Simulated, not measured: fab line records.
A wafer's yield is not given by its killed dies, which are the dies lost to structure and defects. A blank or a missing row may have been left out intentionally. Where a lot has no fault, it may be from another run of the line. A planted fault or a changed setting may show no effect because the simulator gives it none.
Struck lot and sound lot, side by side / flow nand harc / 14 steps out of a route of 1302
Sound: these wafers, L836.1, L836.2, L836.4. Struck: wafers L850.4, L850.6. At the end, the cause is stated.
Per side, at each step with rows, come the tool, then ch with its chambers, and then its first start. Under that, the readings that differ: sound wafers / struck wafers / difference of the means / sigmas: that difference in standard deviations of wafers without a fault.
alike: readings whose means differ by less than 2 such deviations, and words and numbers that are the same on both sides. not compared: withheld readings, readings that some wafer has no value for, bounds like >300 that may hide the same value, and numbers for which the record gives no deviation and whose values overlap.
A row with sigmas, a row that says differs or no value, or rows on one side alone: a step with any of these is where the two part. Numbers that have no deviation but don't overlap get no sigmas and don't part them. Lack of a reading on every wafer of one side parts them only where that side has two or more wafers.

first, 5 steps without rows for these wafers: NHARC_P_GATE_SOFTBAKE_21 (time 55 s); NHARC_P_GATE_EBR_22; NHARC_P_GATE_EXPOSE_23 (exposes mask P GATE, target cd 120 nm); NHARC_P_GATE_PEB_24 (peb time 65 s); NHARC_P_GATE_DEVELOP_25 (develop time 35 s).
NHARC_P_GATE_CD_MEAS_26: target cd 120 nm.
  sound on cd sem-01 ch 0, day 5 16:57; struck on cd sem-03 ch 0, day 11 04:24
  alike: cd nm
NHARC_P_GATE_OVL_MEAS_27:
  sound on overlay-01 at day 5 17:02; struck on overlay-01 at day 11 04:29
  alike: overlay x nm, overlay y nm
NHARC_P_GATE_INSPECT_28:
  sound on defect inspect-02 at day 5 17:04; struck on defect inspect-02 at day 11 04:31
  alike: raw defect count
NHARC_P_GATE_DESCUM_31: chemistry O2, time 3 s.
  sound on rie diel-11 ch 0,1,2, day 5 17:08; struck on rie diel-03 ch 1,3, day 11 04:36
  alike: drypump motor current A, oes product au, rf vpp V, showerhead plenum p Torr, throttle valve pct
  not compared: rf hours counter h
NHARC_P_GATE_ETCH_104: etches the open film in CF4/CHF3, target depth 60 nm.
  sound on rie diel-11 ch 0,2,3, day 5 17:13; struck on rie diel-03 ch 2,3, day 11 04:40
reading=oes product au (a.u.); sound=0.921 0.910 0.917; struck=0.987 0.961; difference=+0.058; sigmas=+3
  alike: drypump motor current A, rf vpp V, showerhead plenum p Torr, throttle valve pct
NHARC_P_GATE_HM_OPEN_105: chemistry O2/COS, target depth 360 nm.
  sound: rie diel-11 ch 0,2,3; struck: rie diel-03 ch 1,3
  alike: drypump motor current A, oes product au, rf vpp V, showerhead plenum p Torr, throttle valve pct
  not compared: rf hours counter h
then, 1 step without rows for these wafers: NHARC_P_GATE_STRIP_106 (strips in O2/COS).
NHARC_P_GATE_ETCH_114: etches the open film in CF4/O2, target depth 30 nm, overetch 3 nm, time 16.5 s.
  sound on rie diel-11 ch 0,1,3, day 5 17:00; struck on rie diel-03 ch 0, day 11 04:00
reading=run length s (s); sound=39.0 37.1 38.0; struck=35.3 35.4; difference=-2.7; sigmas=-5
  alike: drypump motor current A, oes product au, rf vpp V, showerhead plenum p Torr, throttle valve pct
  not compared: rf hours counter h
NHARC_P_GATE_ETCH_32: etches the open film in HBr/Cl2, target depth 150 nm, time 100.1 s.
  sound on rie si-03 ch 0,2,3, day 5 17:37; struck on rie si-03 ch 1,2, day 11 05:04
  alike: drypump motor current A, oes product au, throttle valve pct
  not compared: rf hours counter h

== WHERE THEY PART ==
At NHARC_P_GATE_ETCH_104 first; at NHARC_P_GATE_ETCH_114 last (within this record only). Later steps at which nothing parts them and some readings are alike: NHARC_P_GATE_ETCH_32.

WHY: whatever the simulator had introduced
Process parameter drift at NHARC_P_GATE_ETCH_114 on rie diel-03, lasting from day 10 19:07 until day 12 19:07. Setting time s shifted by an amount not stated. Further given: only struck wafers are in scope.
